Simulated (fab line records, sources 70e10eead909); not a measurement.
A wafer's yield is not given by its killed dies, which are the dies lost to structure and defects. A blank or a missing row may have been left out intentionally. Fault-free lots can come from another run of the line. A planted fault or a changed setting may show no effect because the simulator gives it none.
What tool caused it? :: flow nandHarc :: 36 wafers from 12 lots sampled at 5 of the route's 1159 steps

== WHAT THE GAUGES SHOWED, per wafer ==
NHARC_END_SORT_01. Usual: killedAtArray 28, standard deviation 11; killedAtOther 0.5, standard deviation 0.85; killedAtPeriphery 2.7, standard deviation 1.9; killedDies 32, standard deviation 12; killedOpen 3.3, standard deviation 1.6; killedShort 2.1, standard deviation 1.5.
lot: L845
measured: day 20 04:17
on: prober-01
killedAtArray: 28
killedAtOther: 0
killedAtPeriphery: 4
killedDies: 32
killedOpen: 2
killedShort: 2
flag: 

== EACH LOT AND THE TOOL THAT RAN IT (in order: tool; ch and the chambers of the sampled wafers; start) ==
lot: L845
NHARC_A_STAIRCASE_TRIM_224: rieDiel-03 ch 0,2, day 11 14:56 or earlier
NHARC_A_STAIRCASE_HM_DEP_456: aclDep-01 ch 0, day 11 14:56 and aclDep-03 ch 0, day 11 17:18
NHARC_A_STAIRCASE_DEP_259: pecvd-03 ch 0,2, day 11 19:09
NHARC_A_STAIRCASE_HM_OPEN_460: rieDiel-02 ch 0,2, day 20 04:17 or earlier

lot: L844
NHARC_A_STAIRCASE_TRIM_224: rieDiel-11 ch 0,1,2, day 11 16:44 or earlier
NHARC_A_STAIRCASE_HM_DEP_456: aclDep-02 ch 0, day 11 16:44
NHARC_A_STAIRCASE_DEP_259: pecvd-03 ch 0,1,2, day 11 20:13
NHARC_A_STAIRCASE_HM_OPEN_460: rieDiel-11 ch 0,1,3, no start

lot: L857
NHARC_A_STAIRCASE_TRIM_224: rieDiel-03 ch 0,1,3, day 14 16:31 or earlier
NHARC_A_STAIRCASE_HM_DEP_456: aclDep-02 ch 0, day 14 16:31
NHARC_A_STAIRCASE_DEP_259: pecvd-01 ch 0,1,2, day 14 17:31
NHARC_A_STAIRCASE_HM_OPEN_460: rieDiel-11 ch 0,1, no start

lot: L855
NHARC_A_STAIRCASE_TRIM_224: rieDiel-11 ch 1,2,3, day 15 03:21 or earlier
NHARC_A_STAIRCASE_HM_DEP_456: aclDep-01 ch 0, day 15 03:21
NHARC_A_STAIRCASE_DEP_259: pecvd-01 ch 0,2, day 15 05:12
NHARC_A_STAIRCASE_HM_OPEN_460: rieDiel-02 ch 1,2,3, no start

lot: L858
NHARC_A_STAIRCASE_TRIM_224: rieDiel-11 ch 0,1,3, day 15 11:23 or earlier
NHARC_A_STAIRCASE_HM_DEP_456: aclDep-01 ch 0, day 15 11:23
NHARC_A_STAIRCASE_DEP_259: pecvd-03 ch 0,2, day 15 13:46
NHARC_A_STAIRCASE_HM_OPEN_460: rieDiel-02 ch 0,1,2, no start

lot: L859
NHARC_A_STAIRCASE_TRIM_224: rieDiel-03 ch 1,2,3, day 15 11:42 or earlier
NHARC_A_STAIRCASE_HM_DEP_456: aclDep-03 ch 0, day 15 11:42
NHARC_A_STAIRCASE_DEP_259: pecvd-02 ch 0,1, day 15 13:47
NHARC_A_STAIRCASE_HM_OPEN_460: rieDiel-02 ch 1,2,3, no start

lot: L856
NHARC_A_STAIRCASE_TRIM_224: rieDiel-03 ch 1,2,3, day 15 13:32 or earlier
NHARC_A_STAIRCASE_HM_DEP_456: aclDep-03 ch 0, day 15 13:32
NHARC_A_STAIRCASE_DEP_259: pecvd-01 ch 1,2, day 15 15:25
NHARC_A_STAIRCASE_HM_OPEN_460: rieDiel-03 ch 1,2,3, no start

lot: L860
NHARC_A_STAIRCASE_TRIM_224: rieDiel-03 ch 1,2,3, day 15 15:40 or earlier
NHARC_A_STAIRCASE_HM_DEP_456: aclDep-03 ch 0, day 15 15:40
NHARC_A_STAIRCASE_DEP_259: pecvd-01 ch 1,2, day 15 17:14
NHARC_A_STAIRCASE_HM_OPEN_460: rieDiel-03 ch 0,2, no start

lot: L861
NHARC_A_STAIRCASE_TRIM_224: rieDiel-02 ch 1,2,3, day 16 00:29 or earlier
NHARC_A_STAIRCASE_HM_DEP_456: aclDep-03 ch 0, day 16 00:29
NHARC_A_STAIRCASE_DEP_259: pecvd-03 ch 0,1, day 16 02:23
NHARC_A_STAIRCASE_HM_OPEN_460: rieDiel-11 ch 0,2,3, no start

lot: L862
NHARC_A_STAIRCASE_TRIM_224: rieDiel-11 ch 0,1, day 16 02:32 or earlier
NHARC_A_STAIRCASE_HM_DEP_456: aclDep-01 ch 0, day 16 02:32
NHARC_A_STAIRCASE_DEP_259: pecvd-03 ch 0,1, day 16 03:48
NHARC_A_STAIRCASE_HM_OPEN_460: rieDiel-02 ch 0,2,3, no start

lot: L863
NHARC_A_STAIRCASE_TRIM_224: rieDiel-02 ch 1,3, day 16 08:43 or earlier
NHARC_A_STAIRCASE_HM_DEP_456: aclDep-02 ch 0, day 16 08:43
NHARC_A_STAIRCASE_DEP_259: pecvd-02 ch 0,1,2, day 16 10:38
NHARC_A_STAIRCASE_HM_OPEN_460: rieDiel-03 ch 1,3, no start

lot: L865
NHARC_A_STAIRCASE_TRIM_224: rieDiel-11 ch 0,2,3, day 17 03:24 or earlier
NHARC_A_STAIRCASE_HM_DEP_456: aclDep-02 ch 0, day 17 03:24
NHARC_A_STAIRCASE_DEP_259: pecvd-02 ch 0,2, day 17 05:16
NHARC_A_STAIRCASE_HM_OPEN_460: rieDiel-11 ch 0,1,2, no start
- NHARC_A_STAIRCASE_TRIM_224: chemistry O2, time 211.2 s.
- NHARC_A_STAIRCASE_HM_DEP_456: deposits aC, target thk 1500 nm.
- NHARC_A_STAIRCASE_DEP_259: deposits SiON, target thk 30 nm.
- NHARC_A_STAIRCASE_HM_OPEN_460: chemistry O2/COS.

== WHAT THE TOOLS THEMSELVES READ (means of the sampled wafers that have a number; where no wafer has one, the mark that the record gives instead) ==
NHARC_A_STAIRCASE_TRIM_224. Usual: value, then standard deviation, for each; chamberPressureMTorr 60.00 mTorr / 0.055; drypumpMotorCurrentA 5.8 A / 0.35; mfcArSccm 0.006 sccm / 0.009; oesProductAu 1.002 a.u. / 0.0093; rfVppV 57.7 V / 0.86; showerheadPlenumPTorr 3.53 Torr / 0.14; throttleValvePct 17.036 % / 0.0095.
lot: L845
tool: rieDiel-03
chamberPressureMTorr (mTorr): 60.02
drypumpMotorCurrentA (A): 5.9
mfcArSccm (sccm): 0.016
oesProductAu (a.u.): 1.002
rfVppV (V): 57.2
showerheadPlenumPTorr (Torr): 3.58
throttleValvePct (%): 17.041
flag: 

lot: L844
tool: rieDiel-11
chamberPressureMTorr (mTorr): 60.01
drypumpMotorCurrentA (A): 5.8
mfcArSccm (sccm): 0.000
oesProductAu (a.u.): 1.007
rfVppV (V): 57.8
showerheadPlenumPTorr (Torr): 3.61
throttleValvePct (%): 17.029
flag: 

lot: L857
tool: rieDiel-03
chamberPressureMTorr (mTorr): 59.97
drypumpMotorCurrentA (A): 5.8
mfcArSccm (sccm): 0.012
oesProductAu (a.u.): 0.999
rfVppV (V): 57.8
showerheadPlenumPTorr (Torr): 3.48
throttleValvePct (%): 17.044
flag: 

lot: L855
tool: rieDiel-11
chamberPressureMTorr (mTorr): 60.03
drypumpMotorCurrentA (A): 5.6
mfcArSccm (sccm): 0.004
oesProductAu (a.u.): 1.004
rfVppV (V): 57.8
showerheadPlenumPTorr (Torr): 3.60
throttleValvePct (%): 17.038
flag: 

lot: L858
tool: rieDiel-11
chamberPressureMTorr (mTorr): 59.98
drypumpMotorCurrentA (A): 5.8
mfcArSccm (sccm): 0.004
oesProductAu (a.u.): 1.006
rfVppV (V): 57.0
showerheadPlenumPTorr (Torr): 3.56
throttleValvePct (%): 17.036
flag: 

lot: L859
tool: rieDiel-03
chamberPressureMTorr (mTorr): 60.03
drypumpMotorCurrentA (A): 5.7
mfcArSccm (sccm): 0.015
oesProductAu (a.u.): 0.998
rfVppV (V): 57.6
showerheadPlenumPTorr (Torr): 3.52
throttleValvePct (%): 17.029
flag: 

lot: L856
tool: rieDiel-03
chamberPressureMTorr (mTorr): 59.98
drypumpMotorCurrentA (A): 5.8
mfcArSccm (sccm): 0.015
oesProductAu (a.u.): 0.993
rfVppV (V): 57.5
showerheadPlenumPTorr (Torr): 3.52
throttleValvePct (%): 17.032
flag: 

lot: L860
tool: rieDiel-03
chamberPressureMTorr (mTorr): 60.02
drypumpMotorCurrentA (A): 5.8
mfcArSccm (sccm): 0.015
oesProductAu (a.u.): 1.001
rfVppV (V): 57.9
showerheadPlenumPTorr (Torr): 3.52
throttleValvePct (%): 17.042
flag: 

lot: L861
tool: rieDiel-02
chamberPressureMTorr (mTorr): 59.97
drypumpMotorCurrentA (A): 5.8
mfcArSccm (sccm): 0.000
oesProductAu (a.u.): 1.002
rfVppV (V): 58.2
showerheadPlenumPTorr (Torr): 3.68
throttleValvePct (%): 17.043
flag: 

lot: L862
tool: rieDiel-11
chamberPressureMTorr (mTorr): 60.06
drypumpMotorCurrentA (A): 6.0
mfcArSccm (sccm): 0.000
oesProductAu (a.u.): 0.993
rfVppV (V): 57.5
showerheadPlenumPTorr (Torr): 3.55
throttleValvePct (%): 17.035
flag: 

lot: L863
tool: rieDiel-02
chamberPressureMTorr (mTorr): 59.98
drypumpMotorCurrentA (A): 6.0
mfcArSccm (sccm): 0.000
oesProductAu (a.u.): 1.003
rfVppV (V): 58.6
showerheadPlenumPTorr (Torr): 3.80
throttleValvePct (%): 17.035
flag: 

lot: L865
tool: rieDiel-11
chamberPressureMTorr (mTorr): 59.96
drypumpMotorCurrentA (A): 5.7
mfcArSccm (sccm): 0.004
oesProductAu (a.u.): 1.007
rfVppV (V): 57.4
showerheadPlenumPTorr (Torr): 3.59
throttleValvePct (%): 17.038
flag: 

NHARC_A_STAIRCASE_HM_DEP_456. Usual: throttleValvePct 34.999 %, standard deviation 0.009.
lot: L845
tool: aclDep-01/aclDep-03
throttleValvePct (%): 35.000
flag: 

lot: L844
tool: aclDep-02
throttleValvePct (%): 34.997
flag: 

lot: L857
tool: aclDep-02
throttleValvePct (%): 35.001
flag: 

lot: L855
tool: aclDep-01
throttleValvePct (%): 34.997
flag: 

lot: L858
tool: aclDep-01
throttleValvePct (%): 34.995
flag: 

lot: L859
tool: aclDep-03
throttleValvePct (%): 34.997
flag: 

lot: L856
tool: aclDep-03
throttleValvePct (%): 35.005
flag: 

lot: L860
tool: aclDep-03
throttleValvePct (%): 34.994
flag: 

lot: L861
tool: aclDep-03
throttleValvePct (%): 35.002
flag: 

lot: L862
tool: aclDep-01
throttleValvePct (%): 35.000
flag: 

lot: L863
tool: aclDep-02
throttleValvePct (%): 35.008
flag: 

lot: L865
tool: aclDep-02
throttleValvePct (%): 35.002
flag: 

NHARC_A_STAIRCASE_DEP_259. Usual: heaterPowerW 731 W, standard deviation 100; rfFwdPowerW 348.4 W, standard deviation 1.1.
lot: L845
tool: pecvd-03
heaterPowerW (W): 695
rfFwdPowerW (W): 349.7
flag: 

lot: L844
tool: pecvd-03
heaterPowerW (W): 731
rfFwdPowerW (W): 349.8
flag: 

lot: L857
tool: pecvd-01
heaterPowerW (W): 768
rfFwdPowerW (W): 348.6
flag: 

lot: L855
tool: pecvd-01
heaterPowerW (W): 838
rfFwdPowerW (W): 348.6
flag: 

lot: L858
tool: pecvd-03
heaterPowerW (W): 642
rfFwdPowerW (W): 349.1
flag: 

lot: L859
tool: pecvd-02
heaterPowerW (W): 677
rfFwdPowerW (W): 348.3
flag: 

lot: L856
tool: pecvd-01
heaterPowerW (W): 770
rfFwdPowerW (W): 348.2
flag: 

lot: L860
tool: pecvd-01
heaterPowerW (W): 779
rfFwdPowerW (W): 347.5
flag: 

lot: L861
tool: pecvd-03
heaterPowerW (W): 760
rfFwdPowerW (W): 348.7
flag: 

lot: L862
tool: pecvd-03
heaterPowerW (W): 782
rfFwdPowerW (W): 348.9
flag: 

lot: L863
tool: pecvd-02
heaterPowerW (W): 672
rfFwdPowerW (W): 349.1
flag: 

lot: L865
tool: pecvd-02
heaterPowerW (W): 715
rfFwdPowerW (W): 349.0
flag: 

NHARC_A_STAIRCASE_HM_OPEN_460. Usual: chamberPressureMTorr 19.998 mTorr, standard deviation 0.021; drypumpMotorCurrentA 5.8 A, standard deviation 0.39; mfcArSccm 0.005 sccm, standard deviation 0.0083; oesProductAu 1.001 a.u., standard deviation 0.01; rfFwdPowerW 499.0 W, standard deviation 1.4; rfVppV 467.2 V, standard deviation 2.8; showerheadPlenumPTorr 3.12 Torr, standard deviation 0.13; throttleValvePct 28.329 %, standard deviation 0.01.
lot: L845
tool: rieDiel-02
chamberPressureMTorr (mTorr): 20.008
drypumpMotorCurrentA (A): 6.1
mfcArSccm (sccm): 0.000
oesProductAu (a.u.): 0.990
rfFwdPowerW (W): 499.0
rfVppV (V): 466.5
showerheadPlenumPTorr (Torr): 3.04
throttleValvePct (%): 28.331
flag: 

lot: L844
tool: rieDiel-11
chamberPressureMTorr (mTorr): 19.992
drypumpMotorCurrentA (A): 5.8
mfcArSccm (sccm): 0.004
oesProductAu (a.u.): 0.998
rfFwdPowerW (W): 498.1
rfVppV (V): 468.6
showerheadPlenumPTorr (Torr): 3.16
throttleValvePct (%): 28.332
flag: 

lot: L857
tool: rieDiel-11
chamberPressureMTorr (mTorr): 20.009
drypumpMotorCurrentA (A): 5.9
mfcArSccm (sccm): 0.000
oesProductAu (a.u.): 1.005
rfFwdPowerW (W): 499.0
rfVppV (V): 467.8
showerheadPlenumPTorr (Torr): 3.15
throttleValvePct (%): 28.324
flag: 

lot: L855
tool: rieDiel-02
chamberPressureMTorr (mTorr): 19.997
drypumpMotorCurrentA (A): 5.8
mfcArSccm (sccm): 0.000
oesProductAu (a.u.): 1.001
rfFwdPowerW (W): 498.7
rfVppV (V): 470.1
showerheadPlenumPTorr (Torr): 3.26
throttleValvePct (%): 28.331
flag: 

lot: L858
tool: rieDiel-02
chamberPressureMTorr (mTorr): 19.995
drypumpMotorCurrentA (A): 5.7
mfcArSccm (sccm): 0.000
oesProductAu (a.u.): 1.002
rfFwdPowerW (W): 498.1
rfVppV (V): 467.7
showerheadPlenumPTorr (Torr): 3.14
throttleValvePct (%): 28.330
flag: 

lot: L859
tool: rieDiel-02
chamberPressureMTorr (mTorr): 20.007
drypumpMotorCurrentA (A): 5.8
mfcArSccm (sccm): 0.000
oesProductAu (a.u.): 1.005
rfFwdPowerW (W): 499.1
rfVppV (V): 470.4
showerheadPlenumPTorr (Torr): 3.26
throttleValvePct (%): 28.320
flag: 

lot: L856
tool: rieDiel-03
chamberPressureMTorr (mTorr): 19.967
drypumpMotorCurrentA (A): 5.8
mfcArSccm (sccm): 0.015
oesProductAu (a.u.): 0.998
rfFwdPowerW (W): 499.5
rfVppV (V): 467.9
showerheadPlenumPTorr (Torr): 3.11
throttleValvePct (%): 28.336
flag: 

lot: L860
tool: rieDiel-03
chamberPressureMTorr (mTorr): 19.994
drypumpMotorCurrentA (A): 5.9
mfcArSccm (sccm): 0.020
oesProductAu (a.u.): 0.994
rfFwdPowerW (W): 498.4
rfVppV (V): 469.4
showerheadPlenumPTorr (Torr): 3.19
throttleValvePct (%): 28.326
flag: 

lot: L861
tool: rieDiel-11
chamberPressureMTorr (mTorr): 20.004
drypumpMotorCurrentA (A): 5.7
mfcArSccm (sccm): 0.004
oesProductAu (a.u.): 0.999
rfFwdPowerW (W): 499.4
rfVppV (V): 468.5
showerheadPlenumPTorr (Torr): 3.18
throttleValvePct (%): 28.338
flag: 

lot: L862
tool: rieDiel-02
chamberPressureMTorr (mTorr): 19.997
drypumpMotorCurrentA (A): 6.1
mfcArSccm (sccm): 0.000
oesProductAu (a.u.): 1.010
rfFwdPowerW (W): 498.3
rfVppV (V): 467.0
showerheadPlenumPTorr (Torr): 3.14
throttleValvePct (%): 28.326
flag: 

lot: L863
tool: rieDiel-03
chamberPressureMTorr (mTorr): 20.009
drypumpMotorCurrentA (A): 5.7
mfcArSccm (sccm): 0.015
oesProductAu (a.u.): 0.992
rfFwdPowerW (W): 499.8
rfVppV (V): 466.6
showerheadPlenumPTorr (Torr): 3.08
throttleValvePct (%): 28.329
flag: 

lot: L865
tool: rieDiel-11
chamberPressureMTorr (mTorr): 19.987
drypumpMotorCurrentA (A): 5.8
mfcArSccm (sccm): 0.000
oesProductAu (a.u.): 1.004
rfFwdPowerW (W): 498.9
rfVppV (V): 468.4
showerheadPlenumPTorr (Torr): 3.17
throttleValvePct (%): 28.333
flag: 

== THE ANSWER, worked out from the rows above alone ==
Rule: a lot counts as off when the mean over its wafers that have a number is more than 3 standard deviations away from the usual mean. A lot without any number at a reading at which 4 lots or more have one is off too. The other lots that the step has rows for count as sound. Order of review: gauges by route order, followed by the tools' own readings, for which a lot's mean as printed above is used. The first step at which some lot is off is used, and at that step the reading that is off furthest; a lot without a number counts as furthest.
None of the lots is off at any reading shown; this tells nothing.

== WHAT THE SIMULATOR PUT IN ==
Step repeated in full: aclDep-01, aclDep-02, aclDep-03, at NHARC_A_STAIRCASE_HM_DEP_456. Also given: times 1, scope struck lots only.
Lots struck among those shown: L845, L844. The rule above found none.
